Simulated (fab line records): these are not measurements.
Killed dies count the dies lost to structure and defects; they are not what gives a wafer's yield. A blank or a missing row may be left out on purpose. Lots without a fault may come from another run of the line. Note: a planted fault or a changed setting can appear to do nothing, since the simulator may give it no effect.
fab line records ; flow n5_finfet ; part 1 of 2: steps 1 to 21 of 31
record lots=5; wafers=15; last_day=20
route steps=1938 shown BEOL_M3@958
lots that met no fault: from a run of the same line without faults
start_h: hours from the record's opening day to when the first of the lot's shown wafers began ; wait_h: how many hours have passed since the lot's step before this one ; " same as the row above ; L1.1+2: one row covering several wafers at once ; - value missing, or start not given ; * or withheld: withheld ; < > ~ a bound
route shown NAME@n: names a module that has steps shown in the file, with the first one's number in the route ; usual: average and standard deviation across the fault-free wafers ; same: alike in all rows ; chamber/n: place in a boat ; sites: each site's reading ; _std_site: standard deviation of those values ; _edge_site: mean of outer sites minus mean of inner sites ; radius_mm: how far each site lies from the wafer's centre ; mask NAME#n: copy n ; behind: tool/chamber where the wafer was last shaped ; hold: why the lot was held/for how many hours/how that ended ; device: whichever transistor did not switch (one of n, p or np) ; end of line: at the end of the route, the tests of the same wafers ; a step without rows: its recipe alone ; killed: dies lost to structure and defects at the first sort, not the wafer's yield ; map: a wafer's dies, marking killed ones x, the rest . and places with no die _
set.NAME: the setting the step ran with; set.NAME@STEP: the setting that earlier step ran with ; model.NAME: the simulator's own value behind a step, which no gauge read
lots at selected steps of the route; one table per step, one row per wafer
services: when a tool's chamber went out of use (start_h, in hours from the record's first day, below 0 if earlier), for how many hours, and the reason
## steps
# step N5_BEOL_M3_COAT_68
# recipe resist=SiARC; temp_c=220; time_s=60; spin_rpm=1500; resist_thk_nm=12
lot.wafer;tool;chamber;start_h;wait_h
L076.2+3+6;litho_track-02;0;-;-
L079.2+3+5;litho_track-03;0;-;-
L091.2+3+6;litho_track-02;0;-;-
L090.2+4+6;litho_track-02;0;-;-
L093.1+2+5;litho_track-02;0;-;-
# step N5_BEOL_M3_COAT_76
# recipe resist=underlayer; temp_c=205; time_s=60; spin_rpm=1500; resist_thk_nm=5
lot.wafer;tool;chamber;start_h;wait_h
L076.2+3+6;litho_track-02;0;-;-
L079.2+3+5;litho_track-03;0;-;-
L091.2+3+6;litho_track-02;0;-;-
L090.2+4+6;litho_track-02;0;-;-
L093.1+2+5;litho_track-02;0;-;-
# step N5_BEOL_M3_COAT_22
# recipe resist=CAR-EUV; spin_rpm=1500; resist_thk_nm=30
lot.wafer;tool;chamber;start_h;wait_h
L076.2+3+6;litho_track-02;0;-;-
L079.2+3+5;litho_track-03;0;-;-
L091.2+3+6;litho_track-02;0;-;-
L090.2+4+6;litho_track-02;0;-;-
L093.1+2+5;litho_track-02;0;-;-
# step N5_BEOL_M3_EBR_24
# recipe solvent=PGMEA; ebr_width_mm=1.5
# same ebr_width_mm=1.5
lot.wafer;tool;chamber;start_h;wait_h
L076.2+3+6;litho_track-02;0;-;-
L079.2+3+5;litho_track-03;0;-;-
L091.2+3+6;litho_track-02;0;-;-
L090.2+4+6;litho_track-02;0;-;-
L093.1+2+5;litho_track-02;0;-;-
# step N5_BEOL_M3_SOFTBAKE_23
# recipe temp_c=110; time_s=60; resist=CAR-EUV
lot.wafer;tool;chamber;start_h;wait_h
L076.2+3+6;litho_track-02;0;-;-
L079.2+3+5;litho_track-03;0;-;-
L091.2+3+6;litho_track-02;0;-;-
L090.2+4+6;litho_track-02;0;-;-
L093.1+2+5;litho_track-02;0;-;-
# step N5_BEOL_M3_EXPOSE_25
# recipe mask_id=V2; na=0.33; source_shape=quasar; sigma_inner=0.2; sigma_outer=0.8; polarization=unpolarized; defocus_nm=5; dose_mj=63
# usual reticle_temp_C=22.98/0.12
lot.wafer;tool;chamber;start_h;wait_h;mask;reticle_temp_C
L076.2;euv_scanner-02;0;177.23;-;V2#0;22.89
L076.3;euv_scanner-02;0;177.23;-;V2#0;22.90
L076.6;euv_scanner-02;0;177.23;-;V2#0;22.92
L079.2;euv_scanner-02;0;188.78;-;V2#0;23.02
L079.3;euv_scanner-02;0;188.78;-;V2#0;22.99
L079.5;euv_scanner-02;0;188.78;-;V2#0;23.01
L091.2;euv_scanner-01;0;261.94;-;V2#0;23.01
L091.3;euv_scanner-01;0;261.94;-;V2#0;22.88
L091.6;euv_scanner-01;0;261.94;-;V2#0;23.03
L090.2;euv_scanner-01;0;263.50;-;V2#0;23.18
L090.4;euv_scanner-01;0;263.50;-;V2#0;23.00
L090.6;euv_scanner-01;0;263.50;-;V2#0;23.03
L093.1;euv_scanner-01;0;284.77;-;V2#0;22.87
L093.2;euv_scanner-01;0;284.77;-;V2#0;22.69
L093.5;euv_scanner-01;0;284.77;-;V2#0;22.84
# step N5_BEOL_M3_PEB_26
# recipe peb_temp_c=100; peb_time_s=60; resist=CAR-EUV
lot.wafer;tool;chamber;start_h;wait_h
L076.2+3+6;litho_track-03;0;177.30;0.1
L079.2+3+5;litho_track-01;0;188.85;0.1
L091.2+3+6;litho_track-01;0;262.01;0.1
L090.2+4+6;litho_track-03;0;263.57;0.1
L093.1+2+5;litho_track-03;0;284.85;0.1
# step N5_BEOL_M3_DEVELOP_27
# recipe develop_time_s=30; developer=TMAH; resist=CAR-EUV; rinse_liquid=surfactant_rinse; dry=air_spin; dev_temp_c=23
lot.wafer;tool;chamber;start_h;wait_h
L076.2+3+6;litho_track-03;0;-;-
L079.2+3+5;litho_track-01;0;-;-
L091.2+3+6;litho_track-01;0;-;-
L090.2+4+6;litho_track-03;0;-;-
L093.1+2+5;litho_track-03;0;-;-
# step N5_BEOL_M3_CD_MEAS_28
# recipe target_cd_nm=25.7; landing_energy_ev=500; detector=se_inlens; target_cd_y_nm=23.3; polarity=opening
# usual cd_nm=25.67/0.27
lot.wafer;tool;chamber;start_h;wait_h;cd_nm
L076.2;cd_sem-03;0;177.37;-;25.92
L076.3;cd_sem-03;0;177.37;-;25.63
L076.6;cd_sem-03;0;177.37;-;25.79
L079.2;cd_sem-03;0;188.92;-;25.32
L079.3;cd_sem-03;0;188.92;-;25.59
L079.5;cd_sem-03;0;188.92;-;25.34
L091.2;cd_sem-03;0;262.08;-;25.86
L091.3;cd_sem-03;0;262.08;-;25.63
L091.6;cd_sem-03;0;262.08;-;25.61
L090.2;cd_sem-02;0;263.64;-;25.60
L090.4;cd_sem-02;0;263.64;-;25.28
L090.6;cd_sem-02;0;263.64;-;25.26
L093.1;cd_sem-02;0;284.91;-;25.61
L093.2;cd_sem-02;0;284.91;-;25.99
L093.5;cd_sem-02;0;284.91;-;25.51
# step N5_BEOL_M3_OVL_MEAS_29
# recipe points_per_wafer=522
# usual V2_OVL=0.1/0.61
lot.wafer;tool;chamber;start_h;wait_h;V2_OVL[nm]
L076.2;overlay-01;0;177.40;0.0;0.0
L076.3;overlay-01;0;177.40;0.0;0.3
L076.6;overlay-01;0;177.40;0.0;0.7
L079.2;overlay-02;0;188.96;0.0;0.1
L079.3;overlay-02;0;188.96;0.0;0.5
L079.5;overlay-02;0;188.96;0.0;0.1
L091.2;overlay-01;0;262.11;0.0;-0.3
L091.3;overlay-01;0;262.11;0.0;-0.7
L091.6;overlay-01;0;262.11;0.0;0.5
L090.2;overlay-02;0;263.67;0.0;-0.3
L090.4;overlay-02;0;263.67;0.0;-0.7
L090.6;overlay-02;0;263.67;0.0;-0.6
L093.1;overlay-02;0;284.94;0.0;0.2
L093.2;overlay-02;0;284.94;0.0;0.8
L093.5;overlay-02;0;284.94;0.0;0.8
# step N5_BEOL_M3_INSPECT_30
# recipe mode=adi; inspect_instrument=brightfield
# usual raw_defect_count=407/92
lot.wafer;tool;chamber;start_h;wait_h;raw_defect_count
L076.2;defect_inspect-02;-;177.45;0.0;506
L076.3;defect_inspect-02;-;177.45;0.0;446
L076.6;defect_inspect-02;-;177.45;0.0;518
L079.2;defect_inspect-02;-;189.01;0.0;427
L079.3;defect_inspect-02;-;189.01;0.0;248
L079.5;defect_inspect-02;-;189.01;0.0;262
L091.2;defect_inspect-01;-;262.16;0.0;511
L091.3;defect_inspect-01;-;262.16;0.0;427
L091.6;defect_inspect-01;-;262.16;0.0;472
L090.2;defect_inspect-02;-;263.73;0.1;469
L090.4;defect_inspect-02;-;263.73;0.1;580
L090.6;defect_inspect-02;-;263.73;0.1;536
L093.1;defect_inspect-02;-;285.00;0.1;239
L093.2;defect_inspect-02;-;285.00;0.1;331
L093.5;defect_inspect-02;-;285.00;0.1;277
# step N5_BEOL_M3_DESCUM_33
# recipe chemistry=O2; time_s=7; source_power_w=50; bias_power_w=20; pressure_mtorr=20; rf_frequency_hz=2.712e+07; temp_c=40; resist=CAR-EUV; o2_flow_sccm=225
# usual drypump_motor_current_A=5.6/0.34; oes_product_au=0.78/0.069; rf_vpp_V=243.0/1.5; showerhead_plenum_p_Torr=2.09/0.078; throttle_valve_pct=20.46/0.18
lot.wafer;tool;chamber;start_h;wait_h;drypump_motor_current_A;oes_product_au;rf_hours_counter_h;rf_vpp_V;showerhead_plenum_p_Torr;throttle_valve_pct
L076.2;rie_diel-03;3;177.49;0.0;4.9;0.74;175;243.9;2.17;20.73
L076.3;rie_diel-03;1;177.49;0.0;6.4;0.78;152;242.4;2.13;20.67
L076.6;rie_diel-03;1;177.49;0.0;6.4;0.77;-;242.2;2.12;20.66
L079.2;rie_diel-03;0;189.04;0.0;6.0;0.88;36;243.2;2.14;20.36
L079.3;rie_diel-03;2;189.04;0.0;5.4;0.67;220;244.7;2.19;20.77
L079.5;rie_diel-03;0;189.04;0.0;6.0;0.87;-;245.3;2.14;20.37
L091.2;rie_diel-02;3;262.20;0.0;5.7;0.73;220;242.9;1.95;20.40
L091.3;rie_diel-02;1;262.20;0.0;5.4;0.83;89;244.9;2.20;20.19
L091.6;rie_diel-02;2;262.20;0.0;5.5;0.72;-;243.0;2.09;20.52
L090.2;rie_diel-03;3;263.77;0.0;4.9;0.74;191;245.3;2.16;20.75
L090.4;rie_diel-03;0;263.77;0.0;6.0;0.85;56;244.5;2.13;20.39
L090.6;rie_diel-03;2;263.77;0.0;5.4;0.67;-;244.8;2.18;20.81
L093.1;rie_diel-06;1;285.04;0.0;5.4;0.83;92;244.5;2.10;20.44
L093.2;rie_diel-06;0;285.04;0.0;5.5;0.89;47;241.8;2.08;20.34
L093.5;rie_diel-06;0;285.04;0.0;5.5;0.88;-;242.6;2.08;20.33
# step N5_BEOL_M3_ETCH_77
# recipe chemistry=N2/H2; target=underlayer; target_depth_a=65; mask_material=CAR-EUV; time_s=5.2; ion_energy_ev=200; pressure_mtorr=30; source_w=840; bias_w=150; n2_flow_sccm=200; h2_flow_sccm=200; ends=cleared
# usual drypump_motor_current_A=5.6/0.34; etch_rf_on_time_s=5.20/0.23; oes_product_au=0.67/0.056; rf_vpp_V=523.5/2.8; showerhead_plenum_p_Torr=2.53/0.09; throttle_valve_pct=17.84/0.19
lot.wafer;tool;chamber;start_h;wait_h;drypump_motor_current_A;etch_rf_on_time_s;oes_product_au;rf_hours_counter_h;rf_vpp_V;showerhead_plenum_p_Torr;throttle_valve_pct
L076.2;rie_diel-03;3;177.52;0.0;4.9;5.07;0.64;175;525.1;2.64;18.24
L076.3;rie_diel-03;1;177.52;0.0;6.5;5.34;0.65;152;525.0;2.54;17.74
L076.6;rie_diel-03;1;177.52;0.0;6.5;5.37;0.65;-;523.3;2.54;17.73
L079.2;rie_diel-03;0;189.08;0.0;6.0;5.46;0.74;36;526.6;2.63;18.03
L079.3;rie_diel-03;2;189.08;0.0;5.4;5.04;0.60;220;525.5;2.61;17.93
L079.5;rie_diel-03;0;189.08;0.0;6.0;5.45;0.73;-;523.2;2.63;18.03
L091.2;rie_diel-02;3;262.23;0.0;5.7;5.55;0.60;220;519.7;2.40;17.94
L091.3;rie_diel-02;1;262.23;0.0;5.4;4.89;0.72;89;527.2;2.67;17.61
L091.6;rie_diel-02;2;262.23;0.0;5.5;4.90;0.64;-;525.1;2.50;17.87
L090.2;rie_diel-03;3;263.80;0.0;4.9;5.11;0.64;191;525.7;2.63;18.26
L090.4;rie_diel-03;0;263.80;0.0;6.0;5.46;0.71;56;524.2;2.62;18.07
L090.6;rie_diel-03;2;263.80;0.0;5.4;5.13;0.58;-;524.1;2.60;17.94
L093.1;rie_diel-06;1;285.07;0.0;5.4;5.27;0.70;92;525.9;2.55;17.67
L093.2;rie_diel-06;0;285.07;0.0;5.5;5.27;0.75;47;521.0;2.48;17.53
L093.5;rie_diel-06;0;285.07;0.0;5.5;5.22;0.75;-;522.2;2.48;17.55
# step N5_BEOL_M3_ETCH_69
# recipe chemistry=CF4; target=SiARC; target_depth_a=156; mask_material=CAR-EUV; time_s=26; ion_energy_ev=80; pressure_mtorr=40; source_w=545; bias_w=36; Ar_flow_sccm=100; cf4_flow_sccm=100; ends=cleared
# usual drypump_motor_current_A=5.6/0.34; etch_rf_on_time_s=26.0/1.1; oes_product_au=0.67/0.055; rf_vpp_V=184.0/1.3; showerhead_plenum_p_Torr=2.13/0.076; throttle_valve_pct=15.62/0.19
lot.wafer;tool;chamber;start_h;wait_h;drypump_motor_current_A;etch_rf_on_time_s;oes_product_au;rf_hours_counter_h;rf_vpp_V;showerhead_plenum_p_Torr;throttle_valve_pct
L076.2;rie_diel-03;3;177.54;0.0;4.9;25.3;0.65;175;186.0;2.22;15.91
L076.3;rie_diel-03;1;177.54;0.0;6.5;26.2;0.66;152;183.5;2.15;15.68
L076.6;rie_diel-03;1;177.54;0.0;6.4;26.2;0.66;-;182.6;2.15;15.68
L079.2;rie_diel-03;0;189.09;0.0;6.0;27.3;0.73;36;185.0;2.19;15.51
L079.3;rie_diel-03;2;189.09;0.0;5.4;25.7;0.59;220;184.7;2.18;15.64
L079.5;rie_diel-03;0;189.09;0.0;6.0;27.5;0.73;-;185.0;2.19;15.50
L091.2;rie_diel-02;3;262.25;0.0;5.6;27.7;0.61;220;182.0;2.02;15.80
L091.3;rie_diel-02;1;262.25;0.0;5.4;24.7;0.72;89;183.3;2.26;15.43
L091.6;rie_diel-02;2;262.25;0.0;5.5;24.5;0.64;-;184.0;2.14;15.76
L090.2;rie_diel-03;3;263.82;0.0;4.9;25.6;0.64;191;185.2;2.21;15.95
L090.4;rie_diel-03;0;263.82;0.0;6.0;27.7;0.70;56;185.0;2.18;15.56
L090.6;rie_diel-03;2;263.82;0.0;5.4;26.1;0.58;-;185.8;2.18;15.67
L093.1;rie_diel-06;1;285.09;0.0;5.4;26.3;0.69;92;184.2;2.17;15.67
L093.2;rie_diel-06;0;285.09;0.0;5.5;25.7;0.76;47;183.1;2.09;15.26
L093.5;rie_diel-06;0;285.09;0.0;5.5;25.9;0.76;-;184.6;2.09;15.24
# step N5_BEOL_M3_ALD_98
# recipe material=SiO2; target_thk_a=25; temp_c=100; ald_precursor_family=BDEAS; ald_co_reactant=O2-plasma; pulse_time_s=1; co_reactant_pulse_time_s=1; purge_time_s=2; co_reactant_purge_time_s=2; ald_cycles=17; pressure_torr=2
# usual heater_power_outer_w=42/5.9; heater_power_w=81/9.2; precursor_pulse_height_rel=1.002/0.02
# same pulse_time_s=1
lot.wafer;tool;chamber;start_h;wait_h;heater_power_outer_w;heater_power_w;precursor_pulse_height_rel
L076.2;ald_sin-02;3;177.78;0.2;44;80;1.025
L076.3;ald_sin-02;1;177.78;0.2;43;85;1.008
L076.6;ald_sin-02;2;177.78;0.2;33;72;0.993
L079.2;ald_sin-03;3;189.26;0.1;43;85;1.014
L079.3;ald_sin-03;0;189.26;0.1;40;74;1.006
L079.5;ald_sin-03;2;189.26;0.1;45;87;1.002
L091.2;ald_sin-04;3;262.33;0.1;53;95;1.033
L091.3;ald_sin-04;0;262.33;0.1;42;86;1.013
L091.6;ald_sin-04;2;262.33;0.1;37;75;0.980
L090.2;ald_sin-02;1;264.09;0.2;43;86;1.033
L090.4;ald_sin-02;2;264.09;0.2;35;72;0.996
L090.6;ald_sin-02;1;264.09;0.2;43;88;0.995
L093.1;ald_sin-03;1;285.17;0.1;42;76;0.983
L093.2;ald_sin-03;2;285.17;0.1;45;88;0.992
L093.5;ald_sin-03;3;285.17;0.1;43;84;1.013
# step N5_BEOL_M3_ETCHBACK_99
# recipe chemistry=CHF3; target=SiO2; target_depth_a=50; time_s=10.4; source_w=215; bias_w=47; Ar_flow_sccm=200; CHF3_flow_sccm=12; ion_energy_ev=100; pressure_mtorr=30
# usual drypump_motor_current_A=5.6/0.38; oes_product_au=0.77/0.061; rf_vpp_V=240/5.5; showerhead_plenum_p_Torr=2.15/0.081; throttle_valve_pct=17.08/0.19
lot.wafer;tool;chamber;start_h;wait_h;drypump_motor_current_A;oes_product_au;rf_hours_counter_h;rf_vpp_V;showerhead_plenum_p_Torr;throttle_valve_pct
L076.2;rie_diel-02;0;188.01;10.2;5.5;0.80;101;233;2.08;16.90
L076.3;rie_diel-02;1;188.01;10.2;5.4;0.85;65;245;2.28;16.85
L076.6;rie_diel-02;3;188.01;10.2;5.7;0.72;-;237;2.03;17.18
L079.2;rie_diel-03;2;197.68;8.4;5.4;0.68;222;243;2.22;17.22
L079.3;rie_diel-03;0;197.68;8.4;6.0;0.86;37;246;2.18;16.89
L079.5;rie_diel-03;1;197.68;8.4;6.4;0.77;-;243;2.15;17.09
L091.2;rie_diel-03;0;283.55;21.2;6.0;0.82;64;248;2.18;16.95
L091.3;rie_diel-03;3;283.55;21.2;4.9;0.73;199;241;2.22;17.39
L091.6;rie_diel-03;3;283.55;21.2;4.9;0.73;-;240;2.22;17.40
L090.2;rie_diel-02;0;291.71;27.6;5.5;0.77;132;232;2.07;16.95
L090.4;rie_diel-02;1;291.71;27.6;5.4;0.82;99;246;2.26;16.92
L090.6;rie_diel-02;1;291.71;27.6;5.4;0.81;-;243;2.26;16.89
L093.1;rie_diel-02;3;302.07;16.8;5.7;0.70;234;236;2.02;17.25
L093.2;rie_diel-02;2;302.07;16.8;5.5;0.73;215;232;2.14;17.18
L093.5;rie_diel-02;3;302.07;16.8;5.7;0.70;-;236;2.02;17.24
# step N5_BEOL_M3_ETCH_70
# recipe chemistry=N2/H2; target=SOC; target_depth_a=800; overetch_a=160; mask_material=SiARC; temp_c=40; time_s=120; ion_energy_ev=200; pressure_mtorr=30; source_w=840; bias_w=150; n2_flow_sccm=200; h2_flow_sccm=200
# usual drypump_motor_current_A=5.6/0.38; oes_product_au=0.59/0.046; rf_vpp_V=523.9/2.8; showerhead_plenum_p_Torr=2.54/0.091; throttle_valve_pct=17.84/0.2
lot.wafer;tool;chamber;start_h;wait_h;drypump_motor_current_A;oes_product_au;rf_hours_counter_h;rf_vpp_V;showerhead_plenum_p_Torr;throttle_valve_pct
L076.2;rie_diel-02;0;188.04;0.0;5.5;0.62;101;521.5;2.48;17.80
L076.3;rie_diel-02;1;188.04;0.0;5.4;0.64;65;528.7;2.68;17.50
L076.6;rie_diel-02;3;188.04;0.0;5.7;0.57;-;519.0;2.41;17.88
L079.2;rie_diel-03;2;197.71;0.0;5.4;0.53;222;526.2;2.61;17.89
L079.3;rie_diel-03;0;197.71;0.0;6.0;0.67;37;524.3;2.63;18.00
L079.5;rie_diel-03;1;197.71;0.0;6.4;0.59;-;523.3;2.53;17.70
L091.2;rie_diel-03;0;283.59;0.0;6.0;0.64;64;524.9;2.62;18.05
L091.3;rie_diel-03;3;283.59;0.0;4.9;0.56;199;526.0;2.63;18.24
L091.6;rie_diel-03;3;283.59;0.0;4.9;0.56;-;527.8;2.63;18.24
L090.2;rie_diel-02;0;291.75;0.0;5.5;0.60;132;520.3;2.46;17.85
L090.4;rie_diel-02;1;291.75;0.0;5.4;0.61;99;529.2;2.66;17.56
L090.6;rie_diel-02;1;291.75;0.0;5.4;0.62;-;529.5;2.66;17.56
L093.1;rie_diel-02;3;302.10;0.0;5.7;0.55;234;519.1;2.39;17.94
L093.2;rie_diel-02;2;302.10;0.0;5.5;0.55;215;521.4;2.50;17.83
L093.5;rie_diel-02;3;302.10;0.0;5.7;0.55;-;520.2;2.39;17.94
# step N5_BEOL_M3_STRIP_71
# recipe chemistry=N2/H2; temp_c=40; n2_flow_sccm=200; h2_flow_sccm=200; rf_frequency_hz=6e+07
lot.wafer;tool;chamber;start_h;wait_h
L076.2+3+6;rie_diel-02;0,1,3;188.12;0.0
L079.2+3+5;rie_diel-03;2,0,1;197.79;0.0
L091.2+3+6;rie_diel-03;0,3,3;283.67;0.0
L090.2+4+6;rie_diel-02;0,1,1;291.83;0.0
L093.1+2+5;rie_diel-02;3,2,3;302.19;0.0
# step N5_BEOL_M3_STRIP_78
# recipe chemistry=N2/H2; temp_c=40; n2_flow_sccm=200; h2_flow_sccm=200; rf_frequency_hz=6e+07
lot.wafer;tool;chamber;start_h;wait_h
L076.2+3+6;rie_diel-02;0,1,3;188.13;0.0
L079.2+3+5;rie_diel-03;2,0,1;197.80;0.0
L091.2+3+6;rie_diel-03;0,3,3;283.68;0.0
L090.2+4+6;rie_diel-02;0,1,1;291.84;0.0
L093.1+2+5;rie_diel-02;3,2,3;302.20;0.0
# step N5_BEOL_M3_VIA_ETCH_34
# recipe chemistry=C4F6/O2; target_depth_a=694; mask_material=SOC; pressure_mtorr=15; ion_energy_ev=250; taper_deg=4; time_s=65.9; source_w=350; bias_w=170; Ar_flow_sccm=300; C4F6_flow_sccm=10; O2_flow_sccm=10
# usual drypump_motor_current_A=5.6/0.38; oes_product_au=0.77/0.061; rf_vpp_V=662/15; showerhead_plenum_p_Torr=2.83/0.1; throttle_valve_pct=30.74/0.21
lot.wafer;tool;chamber;start_h;wait_h;drypump_motor_current_A;oes_product_au;rf_hours_counter_h;rf_vpp_V;showerhead_plenum_p_Torr;throttle_valve_pct
L076.2;rie_diel-02;0;188.14;0.0;5.5;0.79;101;645;2.75;30.50
L076.3;rie_diel-02;1;188.14;0.0;5.4;0.85;65;677;3.00;30.59
L076.6;rie_diel-02;3;188.14;0.0;5.7;0.72;-;654;2.68;30.54
L079.2;rie_diel-03;2;197.81;0.0;5.4;0.68;222;666;2.93;30.98
L079.3;rie_diel-03;0;197.81;0.0;6.0;0.85;38;683;2.88;30.70
L079.5;rie_diel-03;1;197.81;0.0;6.5;0.77;-;673;2.84;30.78
L091.2;rie_diel-03;0;283.69;0.0;6.0;0.82;64;681;2.87;30.73
L091.3;rie_diel-03;3;283.69;0.0;4.9;0.73;199;668;2.93;31.23
L091.6;rie_diel-03;3;283.69;0.0;5.0;0.74;-;669;2.93;31.20
L090.2;rie_diel-02;0;291.85;0.0;5.5;0.78;132;645;2.73;30.52
L090.4;rie_diel-02;1;291.85;0.0;5.4;0.81;100;677;2.98;30.61
L090.6;rie_diel-02;1;291.85;0.0;5.4;0.82;-;676;2.98;30.60
L093.1;rie_diel-02;3;302.21;0.0;5.6;0.70;234;654;2.67;30.62
L093.2;rie_diel-02;2;302.21;0.0;5.5;0.73;215;644;2.82;30.77
L093.5;rie_diel-02;3;302.21;0.0;5.7;0.69;-;655;2.67;30.59
# step N5_BEOL_M3_STRIP_83
# recipe chemistry=C4F6/O2; resist=SiARC; rf_frequency_hz=6e+07
lot.wafer;tool;chamber;start_h;wait_h
L076.2+3+6;rie_diel-02;0,1,3;188.19;0.0
L079.2+3+5;rie_diel-03;2,0,1;197.86;0.0
L091.2+3+6;rie_diel-03;0,3,3;283.74;0.0
L090.2+4+6;rie_diel-02;0,1,1;291.90;0.0
L093.1+2+5;rie_diel-02;3,2,3;302.26;0.0
